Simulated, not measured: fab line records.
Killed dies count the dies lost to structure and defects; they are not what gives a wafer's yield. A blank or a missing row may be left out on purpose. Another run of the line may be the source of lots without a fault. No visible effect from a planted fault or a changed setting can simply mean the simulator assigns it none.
A struck lot beside a sound one | flow nand_harc | 14 out of 1159 route steps
Sound: the wafers L946.1, L946.2, L946.3. Struck: wafer L956.1. (L956.3 of the same lot was not struck and is left out.) The cause comes at the end.
For every step that has rows: the tool of each side, followed by ch and its chambers, followed by its first start. Under that, the readings that differ: sound wafers | struck wafers | difference of the means | sigmas: that difference in standard deviations of wafers without a fault.
alike: a reading whose means differ by less than 2 such deviations, as well as words and numbers matching on both sides. not compared: withheld readings; readings where some wafer has no value; bounds like >300 that might hide an equal value; numbers whose values overlap and for which the record gives no deviation.
The two part at a step that has a row with sigmas, a row that says differs or no value, or rows on one side only. Numbers that don't overlap but have no deviation are shown without sigmas and don't part them. A reading that every wafer of one side lacks parts them only if that side has two wafers or more.

first, 3 steps without rows for these wafers: NHARC_A_CHANNEL_HOLE_D1_STRIP_41 (strips in N2/H2); NHARC_A_CHANNEL_HOLE_D1_STRIP_42 (strips in CF4/CHF3); NHARC_A_CHANNEL_HOLE_D1_STRIP_43 (strips in O2/COS).
NHARC_A_CHANNEL_HOLE_D1_ETCH_44: etches the open film in CF4/O2, target depth 140 nm, overetch 14 nm, time 77 s.
  sound on rie_diel-08 ch 0,1,3, day 9 03:16; struck on rie_diel-10 ch 1, day 11 16:07
  reading                | sound | struck | difference | sigmas
  rf_hours_counter_h (h) | 5 4 5 | 7      | +2         |
  alike: chamber_pressure_mTorr, drypump_motor_current_A, oes_product_au, rf_vpp_V, showerhead_plenum_p_Torr, throttle_valve_pct
NHARC_A_CHANNEL_HOLE_D1_STRIP_27: strips in O2.
  sound: rie_diel-08 ch 0,1,2; struck: rie_diel-10 ch 1
  reading                         | sound                | struck | difference | sigmas
  chamber_pressure_mTorr (mTorr)  | 60.06 60.02 60.13    | 59.94  | -0.13      | -3
  rf_hours_counter_h (h)          | 5 5 5                | 7      | +2         |
  showerhead_plenum_p_Torr (Torr) | 3.32 3.39 3.69       | 3.74   | +0.27      | +2
  throttle_valve_pct (%)          | 17.036 17.043 17.043 | 17.021 | -0.020     | -2
  alike: drypump_motor_current_A, oes_product_au, rf_vpp_V
then, 2 steps without rows for these wafers: NHARC_A_CHANNEL_HOLE_D1_PRECLEAN_28 (cleans in SC1); NHARC_A_CHANNEL_HOLE_D1_SRD_29.
NHARC_A_CHANNEL_HOLE_D1_CD_MEAS_30:
  sound on cd_sem-01 at day 9 04:03; struck on cd_sem-03 at day 11 16:55
  alike: cd_nm
NHARC_A_CHANNEL_HOLE_D1_XSEM_31:
  sound on xsem-02 ch 0, day 9 04:08; struck on xsem-02 ch 0, day 11 17:01
  alike: bot_cd_nm, bow_nm, tilt_deg
NHARC_A_CHANNEL_HOLE_D1_INSPECT_40:
  sound on defect_inspect-02 at day 9 04:14; struck on defect_inspect-01 at day 11 17:06
  alike: raw_defect_count
then, 2 steps without rows for these wafers: NHARC_A_CHANNEL_FILL_D1_PRECLEAN_00 (cleans in SC1); NHARC_A_CHANNEL_FILL_D1_SRD_01.
NHARC_A_CHANNEL_FILL_D1_ALD_02: deposits SiO2, target thk 6 nm, pulse time 10 s, ald cycles 60.
  sound on ald_hk-04 ch 0,2,3, day 9 04:26; struck on ald_hk-04 ch 1, day 11 17:28
  reading                    | sound             | struck | difference | sigmas
  ald_cycles                 | 60 60 60          | 68     | +8         |
  precursor_pulse_height_rel | 0.960 0.976 1.000 | 1.019  | +0.040     | +2
  alike: heater_power_w
NHARC_A_CHANNEL_FILL_D1_ALD_03: deposits SiNx, target thk 6 nm, pulse time 60 s, ald cycles 58.
  sound: ald_sin_batch-01 ch 0; struck: ald_sin_batch-03 ch 0
  alike: precursor_pulse_height_rel
  not compared: ald_cycles

## WHERE THEY PART
At NHARC_A_CHANNEL_HOLE_D1_STRIP_27 first; at NHARC_A_CHANNEL_FILL_D1_ALD_02 last (within this record only). Later steps at which nothing parts them and some readings are alike: NHARC_A_CHANNEL_FILL_D1_ALD_03.

WHY: the cause the simulator had injected
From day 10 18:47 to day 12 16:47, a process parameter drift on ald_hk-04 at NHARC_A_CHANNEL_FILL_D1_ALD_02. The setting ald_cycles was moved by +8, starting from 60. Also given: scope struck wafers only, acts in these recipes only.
